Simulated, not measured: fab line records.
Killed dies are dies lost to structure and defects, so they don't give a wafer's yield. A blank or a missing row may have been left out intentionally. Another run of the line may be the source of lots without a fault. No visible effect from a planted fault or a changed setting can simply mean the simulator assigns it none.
Matching of chambers ; flow nandHarc ; NHARC_P_M2_CMP_23 on cmp-04: 4 sister chambers
The step polishes, t overpolish 20 s, target thk 144.3 nm. 8 wafers are shown with their chamber, then 8 later ones without.

WAFERS WITH THEIR CHAMBER
wafer;chamber;motorCurrentA (A);timeToEndpointS (s)
L081.2;3;13.1;27
L081.6;0;12.1;28
L083.4;0;11.4;29
L083.5;2;12.0;25
L083.6;3;13.3;25
L089.5;2;12.2;26
L089.6;1;13.1;24
L094.1;1;13.6;26

WAFERS WHOSE CHAMBER IS MISSING
wafer;motorCurrentA (A);timeToEndpointS (s)
L094.3;11.8;30
L094.6;11.7;29
L095.1;11.4;29
L095.2;13.4;22
L095.3;12.0;29
L097.1;13.3;23
L097.2;12.0;29
L097.3;13.0;29

CHAMBER TAKEN BY EACH
wafer;from the rows above;in truth
L094.3;0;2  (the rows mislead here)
L094.6;0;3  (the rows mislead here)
L095.1;0;0
L095.2;can't be placed: 1 or 3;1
L095.3;0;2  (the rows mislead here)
L097.1;can't be placed: 1 or 3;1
L097.2;0;0
L097.3;can't be placed: 3 or 1 or 0 or 2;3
Correctly placed: 2 of 8. Can't be placed from these rows: 3 (the true chamber is among the candidates in 3). Placed wrongly: 3.
How it was worked out, from the rows above alone: a wafer's distance from a chamber is the root of the sum, over the readings, of the square of ((its reading less the chamber's mean) divided by the reading's scatter). If the next closest chamber is less than 2 further off than the closest, the wafer can't be placed; otherwise it belongs to the closest. A chamber's mean is the mean of its shown wafers. The scatter: the root of (the sum of the squares of (reading less its chamber's mean) over the shown wafers, divided by (wafers less chambers)).
